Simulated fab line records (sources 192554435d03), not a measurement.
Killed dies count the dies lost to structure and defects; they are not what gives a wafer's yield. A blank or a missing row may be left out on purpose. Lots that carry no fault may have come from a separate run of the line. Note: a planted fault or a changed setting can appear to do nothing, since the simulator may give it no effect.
Chamber matching / flow n5Finfet / N5_BEOL_M0_SAQP_STRIP_86 on rieDiel-06 has 4 sister chambers
The step strips in N2/H2. 8 wafers are shown with their chamber, then 7 later ones without.

WAFERS WITH THEIR CHAMBER
wafer=L075.5; chamber=3; showerheadPlenumPTorr (Torr)=3.32; throttleValvePct (%)=19.4
wafer=L075.6; chamber=2; showerheadPlenumPTorr (Torr)=3.20; throttleValvePct (%)=19.0
wafer=L084.1; chamber=1; showerheadPlenumPTorr (Torr)=3.30; throttleValvePct (%)=19.2
wafer=L084.3; chamber=2; showerheadPlenumPTorr (Torr)=3.19; throttleValvePct (%)=19.0
wafer=L093.1; chamber=1; showerheadPlenumPTorr (Torr)=3.29; throttleValvePct (%)=19.2
wafer=L093.4; chamber=0; showerheadPlenumPTorr (Torr)=3.21; throttleValvePct (%)=19.5
wafer=L095.2; chamber=0; showerheadPlenumPTorr (Torr)=3.21; throttleValvePct (%)=19.5
wafer=L095.5; chamber=3; showerheadPlenumPTorr (Torr)=3.31; throttleValvePct (%)=19.5

WAFERS WITHOUT THEIR CHAMBER
wafer=L095.6; showerheadPlenumPTorr (Torr)=3.29; throttleValvePct (%)=19.2
wafer=L096.1; showerheadPlenumPTorr (Torr)=3.31; throttleValvePct (%)=19.4
wafer=L096.2; showerheadPlenumPTorr (Torr)=3.19; throttleValvePct (%)=19.1
wafer=L096.4; showerheadPlenumPTorr (Torr)=3.20; throttleValvePct (%)=19.5
wafer=L097.2; showerheadPlenumPTorr (Torr)=3.29; throttleValvePct (%)=19.2
wafer=L097.3; showerheadPlenumPTorr (Torr)=3.20; throttleValvePct (%)=19.5
wafer=L097.5; showerheadPlenumPTorr (Torr)=3.20; throttleValvePct (%)=19.5

WHICH CHAMBER EACH ONE RAN IN
wafer=L095.6; from the rows above=1; in truth=1
wafer=L096.1; from the rows above=3; in truth=3
wafer=L096.2; from the rows above=2; in truth=2
wafer=L096.4; from the rows above=0; in truth=0
wafer=L097.2; from the rows above=1; in truth=1
wafer=L097.3; from the rows above=0; in truth=0
wafer=L097.5; from the rows above=0; in truth=0
Correct placement for 7 of the 7. Can't be placed from these rows: 0. Placed wrongly: 0.
How it was worked out, from the rows above alone: a wafer's distance from a chamber is the root of the sum, over the readings, of the square of ((its reading less the chamber's mean) divided by the reading's scatter). If the next closest chamber is less than 2 further off than the closest, the wafer can't be placed; otherwise it belongs to the closest. A chamber's mean is the mean of its shown wafers. The scatter: the root of (the sum of the squares of (reading less its chamber's mean) over the shown wafers, divided by (wafers less chambers)).
